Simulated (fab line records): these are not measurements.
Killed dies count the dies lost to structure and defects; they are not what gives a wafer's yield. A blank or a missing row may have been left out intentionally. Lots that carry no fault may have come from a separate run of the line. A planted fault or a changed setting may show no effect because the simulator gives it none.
Chamber matching ; flow n5_finfet ; N5_GATE_CUT_ETCH_36 on rie_diel-01: 4 sister chambers
The step etches SiARC in CF4, target depth 13 nm, time 21.7 s. 4 wafers are shown with their chamber, then 9 later ones without.

## EACH WAFER AND ITS CHAMBER
wafer;chamber;showerhead_plenum_p_Torr (Torr)
L078.5;3;2.25
L078.6;2;2.08
L087.4;1;2.09
L087.5;0;2.11

## WAFERS WITHOUT THEIR CHAMBER
wafer;showerhead_plenum_p_Torr (Torr)
L092.4;2.24
L092.5;2.11
L092.6;2.07
L094.1;2.11
L094.4;2.09
L094.5;2.07
L096.3;2.09
L096.4;2.07
L096.6;2.11

## THE CHAMBER EACH PASSED THROUGH
wafer;from the rows above;in truth
L092.4;3;3
L092.5;0;0
L092.6;can't be placed: 2 or 1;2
L094.1;0;0
L094.4;can't be placed: 1 or 2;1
L094.5;can't be placed: 2 or 1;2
L096.3;can't be placed: 1 or 2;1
L096.4;can't be placed: 2 or 1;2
L096.6;0;0
Correct placement for 4 of the 9. Cannot be placed on the basis of these rows: 5; the candidates contain the true chamber in 5. Number placed wrongly: 0.
How it was worked out, from the rows above alone: a wafer's distance from a chamber is the root of the sum, over the readings, of the square of ((its reading less the chamber's mean) divided by the reading's scatter). The wafer belongs to the nearest chamber; if the next one is less than 2 further off, it can't be placed. Each chamber's mean is taken over the wafers shown for it. The scatter: with one shown wafer a chamber, the root of the mean of the squares of how far each hidden wafer lies from its nearest shown one.
